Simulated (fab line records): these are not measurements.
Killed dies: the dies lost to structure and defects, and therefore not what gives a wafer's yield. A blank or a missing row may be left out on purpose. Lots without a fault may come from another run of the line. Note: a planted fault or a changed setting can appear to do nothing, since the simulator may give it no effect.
fab line records ; flow n5Finfet
record: lots: 4; wafers: 12; lastDay: 17
route steps=1938 shown BEOL_M6@1206
lots untouched by any fault: they come from a run of this same line in which no faults occurred
startH: the number of hours between the record's first day and the start of the first shown wafer of the lot ; waitH: hours elapsed since this lot's preceding step ; " as in the row above ; L1.1+2: several wafers, shown together as one row ; - no value, or no start given ; * or withheld: withheld ; < > ~ a bound
route shown NAME@n: names a module that has steps shown in the file, with the first one's number in the route ; usual: average and standard deviation across the fault-free wafers ; same: alike in all rows ; chamber/n: place in a boat ; sites: the reading at each site ; _std_site: standard deviation of those values ; _edge_site: outer sites' mean less inner sites' ; radiusMm: for every site, how far away it sits from the centre of the wafer ; mask NAME#n: copy n ; behind: the tool/chamber that last shaped the wafer ; hold: the reason the lot was held/the length of the hold in hours/how it ended ; device: whichever transistor did not switch (one of n, p or np) ; end of line: the route-end tests of the same wafers ; a step with no rows: only its recipe ; killed: dies that structure and defects cost at the first sort, which is not the same as the wafer's yield ; map: shows each die of a wafer: x if killed, . if not, _ if none is there
set.NAME: setting as actually run; set.NAME@STEP: the setting as run at that earlier step ; model.NAME: the simulator's own value behind a step, which no gauge read
lots seen at some steps along the route; tables by step, rows by wafer
services: the hour from which a tool's chamber was out of use, counted from the record's first day as startH (under 0 if before that day), plus the number of hours and why
== steps ==
step: N5_BEOL_M6_DEVELOP_10
recipe: developTimeS: 30; developer: TMAH; resist: CAR-ArF; rinseLiquid: diw; dry: airSpin; devTempC: 23
step: N5_BEOL_M6_DESCUM_16
recipe: chemistry: O2; timeS: 7.9; sourcePowerW: 50; biasPowerW: 20; pressureMtorr: 20; rfFrequencyHz: 2.712e+07; tempC: 40; resist: CAR-ArF; o2FlowSccm: 225
step: N5_BEOL_M6_ETCH_61
recipe: chemistry: CF4; target: SiARC; targetDepthA: 455; maskMaterial: CAR-ArF; timeS: 75.8; ionEnergyEv: 80; pressureMtorr: 40; sourceW: 545; biasW: 36; Ar_flow_sccm: 100; cf4FlowSccm: 100; ends: cleared
step: N5_BEOL_M6_ETCH_62
recipe: chemistry: N2/H2; target: SOC; targetDepthA: 1100; overetchA: 220; maskMaterial: SiARC; tempC: 40; timeS: 165; ionEnergyEv: 200; pressureMtorr: 30; sourceW: 840; biasW: 150; n2FlowSccm: 200; h2FlowSccm: 200
step: N5_BEOL_M6_STRIP_68
recipe: chemistry: N2/H2; tempC: 40; n2FlowSccm: 200; h2FlowSccm: 200; rfFrequencyHz: 6e+07
step: N5_BEOL_M6_STRIP_67
recipe: chemistry: CF4; resist: SiARC; powerW: 300; biasPowerW: 75; pressureMtorr: 50; cf4FlowSccm: 150; rfFrequencyHz: 6e+07
step: N5_BEOL_M6_HM_OPEN_17
recipe: chemistry: Cl2/BCl3; targetDepthA: 200; overetchA: 60; target: TiN; maskMaterial: SOC; ionEnergyEv: 150; pressureMtorr: 10; icpW: 1000; biasW: 126; Cl2_flow_sccm: 53.25; bcl3FlowSccm: 21.75; Ar_flow_sccm: 25
step: N5_BEOL_M6_STRIP_19
recipe: chemistry: O2; powerW: 400; tempC: 40; pressureMtorr: 30; rfFrequencyHz: 6e+07; biasPowerW: 0; overashFraction: 0.2; o2FlowSccm: 225
step: N5_BEOL_M6_COAT_63
recipe: resist: SOC; tempC: 250; timeS: 60; spinRpm: 1500; resistThkNm: 60
usual: heaterPowerTotalW: 500.5/1.7; plateTempC: 250.05/0.17; spinSpeedRpm: 1500.0/1.2
lot.wafer;tool;chamber;startH;waitH;heaterPowerTotalW;plateTempC;spinSpeedRpm;model.SOC_of_BEOL_M6_COAT_63.thkNm
L598.2;lithoTrack-01;0;226.97;0.3;499.0;249.77;1500.8;60.2
L598.4;lithoTrack-01;0;226.97;0.3;498.8;249.98;1499.4;60.2
L598.5;lithoTrack-01;0;226.97;0.3;502.5;249.78;1501.0;60.2
L601.3;lithoTrack-01;0;247.87;0.4;501.2;249.86;1558.4;58.6
L601.4;lithoTrack-01;0;247.87;0.4;499.6;250.04;1559.2;58.6
L601.6;lithoTrack-01;0;247.87;0.4;501.5;249.86;1557.8;58.4
L605.2;lithoTrack-01;0;273.48;1.0;502.7;250.06;1558.1;58.8
L605.3;lithoTrack-01;0;273.48;1.0;499.9;250.22;1558.3;59
L605.4;lithoTrack-01;0;273.48;1.0;500.4;249.94;1559.1;59
L610.2;lithoTrack-02;0;303.75;0.2;502.7;250.27;1500.2;59.6
L610.5;lithoTrack-02;0;303.75;0.2;498.9;250.13;1500.3;59.6
L610.6;lithoTrack-02;0;303.75;0.2;501.0;249.99;1499.1;59.6
step: N5_BEOL_M6_COAT_64
recipe: resist: SiARC; tempC: 220; timeS: 60; spinRpm: 1500; resistThkNm: 12
step: N5_BEOL_M6_COAT_71
recipe: resist: underlayer; tempC: 205; timeS: 60; spinRpm: 1500; resistThkNm: 5
step: N5_BEOL_M6_COAT_22
recipe: resist: CAR-EUV; spinRpm: 1500; resistThkNm: 30
step: N5_BEOL_M6_EBR_24
recipe: solvent: PGMEA; ebrWidthMm: 1.5
step: N5_BEOL_M6_SOFTBAKE_23
recipe: tempC: 110; timeS: 60; resist: CAR-EUV
step: N5_BEOL_M6_EXPOSE_25
recipe: maskId: V5; na: 0.33; sourceShape: annular; sigmaInner: 0.4; sigmaOuter: 0.8; polarization: unpolarized; targetCdNm: 40; doseMj: 45
step: N5_BEOL_M6_PEB_26
recipe: pebTempC: 100; pebTimeS: 60; resist: CAR-EUV
step: N5_BEOL_M6_DEVELOP_27
recipe: developTimeS: 30; developer: TMAH; resist: CAR-EUV; rinseLiquid: surfactantRinse; dry: airSpin; devTempC: 23
step: N5_BEOL_M6_DESCUM_33
recipe: chemistry: O2; timeS: 7; sourcePowerW: 50; biasPowerW: 20; pressureMtorr: 20; rfFrequencyHz: 2.712e+07; tempC: 40; resist: CAR-EUV; o2FlowSccm: 225
step: N5_BEOL_M6_ETCH_72
recipe: chemistry: N2/H2; target: underlayer; targetDepthA: 65; maskMaterial: CAR-EUV; timeS: 5.2; ionEnergyEv: 200; pressureMtorr: 30; sourceW: 840; biasW: 150; n2FlowSccm: 200; h2FlowSccm: 200; ends: cleared
step: N5_BEOL_M6_ETCH_65
recipe: chemistry: CF4; target: SiARC; targetDepthA: 156; maskMaterial: CAR-EUV; timeS: 26; ionEnergyEv: 80; pressureMtorr: 40; sourceW: 545; biasW: 36; Ar_flow_sccm: 100; cf4FlowSccm: 100; ends: cleared
step: N5_BEOL_M6_ETCH_66
recipe: chemistry: N2/H2; target: SOC; targetDepthA: 800; overetchA: 160; maskMaterial: SiARC; tempC: 40; timeS: 120; ionEnergyEv: 200; pressureMtorr: 30; sourceW: 840; biasW: 150; n2FlowSccm: 200; h2FlowSccm: 200
usual: drypumpMotorCurrentA: 5.7/0.44; oesProductAu: 0.60/0.072; rfVppV: 524/3.2; showerheadPlenumPTorr: 2.54/0.11; throttleValvePct: 17.83/0.25
lot.wafer;tool;chamber;startH;waitH;drypumpMotorCurrentA;oesProductAu;rfHoursCounterH;rfVppV;showerheadPlenumPTorr;throttleValvePct;model.etch.depthNm
L598.2;rieDiel-01;3;227.44;0.0;5.3;0.54;235;523;2.52;17.87;60.11
L598.4;rieDiel-01;0;227.44;0.0;5.5;0.60;98;524;2.56;17.62;60.28
L598.5;rieDiel-01;2;227.44;0.0;6.4;0.51;-;526;2.60;17.75;60.24
L601.3;rieDiel-05;1;248.34;0.0;6.6;0.69;35;529;2.72;17.97;58.57
L601.4;rieDiel-05;3;248.34;0.0;5.1;0.53;233;523;2.49;17.79;58.7
L601.6;rieDiel-05;1;248.34;0.0;6.6;0.69;-;529;2.72;17.96;58.42
L605.2;rieDiel-01;1;273.95;0.0;6.1;0.53;233;523;2.52;18.19;58.75
L605.3;rieDiel-01;2;273.95;0.0;6.4;0.71;7;525;2.60;17.30;59.03
L605.4;rieDiel-01;2;273.95;0.0;6.4;0.71;-;525;2.60;17.29;59
L610.2;rieDiel-06;1;304.22;0.0;5.8;0.66;26;522;2.50;17.89;59.63
L610.5;rieDiel-06;1;304.22;0.0;5.7;0.66;-;521;2.50;17.88;59.51
L610.6;rieDiel-06;3;304.22;0.0;5.7;0.57;-;527;2.62;17.74;59.54
step: N5_BEOL_M6_STRIP_69
recipe: chemistry: N2/H2; tempC: 40; n2FlowSccm: 200; h2FlowSccm: 200; rfFrequencyHz: 6e+07
step: N5_BEOL_M6_STRIP_73
recipe: chemistry: N2/H2; tempC: 40; n2FlowSccm: 200; h2FlowSccm: 200; rfFrequencyHz: 6e+07
step: N5_BEOL_M6_VIA_ETCH_34
recipe: chemistry: C4F6/O2; target: SiCOH_lowk; targetDepthA: 1263; maskMaterial: SOC; taperDeg: 4; timeS: 50.9; ionEnergyEv: 250; pressureMtorr: 30; sourceW: 345; biasW: 185; Ar_flow_sccm: 300; C4F6_flow_sccm: 10; O2_flow_sccm: 10
usual: drypumpMotorCurrentA: 5.7/0.44; oes_ar_750_au: 0.79/0.095; oesProductAu: 0.78/0.1; rfVppV: 663/11; showerheadPlenumPTorr: 2.85/0.12; throttleValvePct: 20.91/0.19
lot.wafer;tool;chamber;startH;waitH;drypumpMotorCurrentA;oes_ar_750_au;oesProductAu;rfHoursCounterH;rfVppV;showerheadPlenumPTorr;throttleValvePct;model.SOC_of_BEOL_M6_COAT_63.thkNm
L598.2;rieDiel-01;3;227.54;0.0;5.3;0.71;0.70;235;670;2.82;20.94;54.2
L598.4;rieDiel-01;0;227.54;0.0;5.5;0.78;0.78;98;660;2.87;20.69;54.2
L598.5;rieDiel-01;2;227.54;0.0;6.4;0.68;0.67;-;666;2.91;20.87;54.2
L601.3;rieDiel-05;1;248.45;0.0;6.6;0.92;0.92;35;661;3.04;21.08;52.4
L601.4;rieDiel-05;3;248.45;0.0;5.1;0.70;0.69;233;650;2.83;21.05;52.6
L601.6;rieDiel-05;1;248.45;0.0;6.6;0.91;0.92;-;661;3.04;21.10;52.2
L605.2;rieDiel-01;1;274.05;0.0;6.1;0.70;0.67;233;647;2.80;21.11;53
L605.3;rieDiel-01;2;274.05;0.0;6.3;0.95;0.95;7;667;2.90;20.50;52.8
L605.4;rieDiel-01;2;274.05;0.0;6.3;0.95;0.95;-;664;2.90;20.48;52.8
L610.2;rieDiel-06;1;304.33;0.0;5.8;0.89;0.88;26;665;2.81;20.92;53.4
L610.5;rieDiel-06;1;304.33;0.0;5.7;0.89;0.88;-;667;2.81;20.94;53.4
L610.6;rieDiel-06;3;304.33;0.0;5.7;0.74;0.74;-;678;2.95;21.03;53.4
step: N5_BEOL_M6_STRIP_76
recipe: chemistry: C4F6/O2; resist: SiARC; rfFrequencyHz: 6e+07
== services ==
tool;chamber;startH;hours;kind
rieDiel-05;2;204.27;-;clean
rieDiel-05;2;204.27;-;consumableReplace:focusRing
rieDiel-05;2;204.27;-;consumableReplace:showerhead
rieDiel-05;2;204.27;26.8;scheduledDown
rieDiel-05;2;204.27;26.8;ventCycle
rieDiel-06;1;211.69;-;clean
rieDiel-06;1;211.69;-;consumableReplace:focusRing
rieDiel-06;1;211.69;15.6;scheduledDown
rieDiel-06;1;211.69;15.6;ventCycle
rieDiel-05;1;221.26;6.6;repair
rieDiel-01;2;235.67;-;clean
rieDiel-01;2;235.67;-;consumableReplace:focusRing
rieDiel-01;2;235.67;13.8;scheduledDown
rieDiel-01;2;235.67;13.8;ventCycle
rieDiel-01;2;252.91;7.8;repair
rieDiel-01;3;260.69;-;clean
rieDiel-01;3;260.69;-;consumableReplace:focusRing
rieDiel-01;3;260.69;22.1;scheduledDown
rieDiel-01;3;260.69;22.1;ventCycle
rieDiel-06;2;288.52;-;clean
rieDiel-06;2;288.52;-;consumableReplace:focusRing
rieDiel-06;2;288.52;-;consumableReplace:showerhead
rieDiel-06;2;288.52;22.3;scheduledDown
rieDiel-06;2;288.52;22.3;ventCycle
== key ==
firstSign: step: N5_BEOL_M6_COAT_63; reading: spinSpeedRpm; direction: up; sigmas: 50; usual: *; struck: *
effect none on later readings
modelEffect: step: N5_BEOL_M6_COAT_63; value: SOC_of_BEOL_M6_COAT_63.thkNm; without: 59.87; struck: 58.73
modelEffect: step: N5_BEOL_M6_ETCH_66; value: etch.depthNm; without: 59.87; struck: 58.74
modelEffect: step: N5_BEOL_M6_VIA_ETCH_34; value: SOC_of_BEOL_M6_COAT_63.thkNm; without: 53.77; struck: 52.63
metAt N5_BEOL_M6_COAT_63
struckWafers L601.3,L601.4,L601.6,L605.2,L605.3,L605.4
onsetBetween 226.97 247.87
fault: kind: processParameterDrift; tool: lithoTrack-01; chamber: -; onsetH: 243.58; steps: N5_BEOL_M6_COAT_63; channel: spinRpm; offset: *; shape: step; endH: 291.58; actsIn: *; stated: *
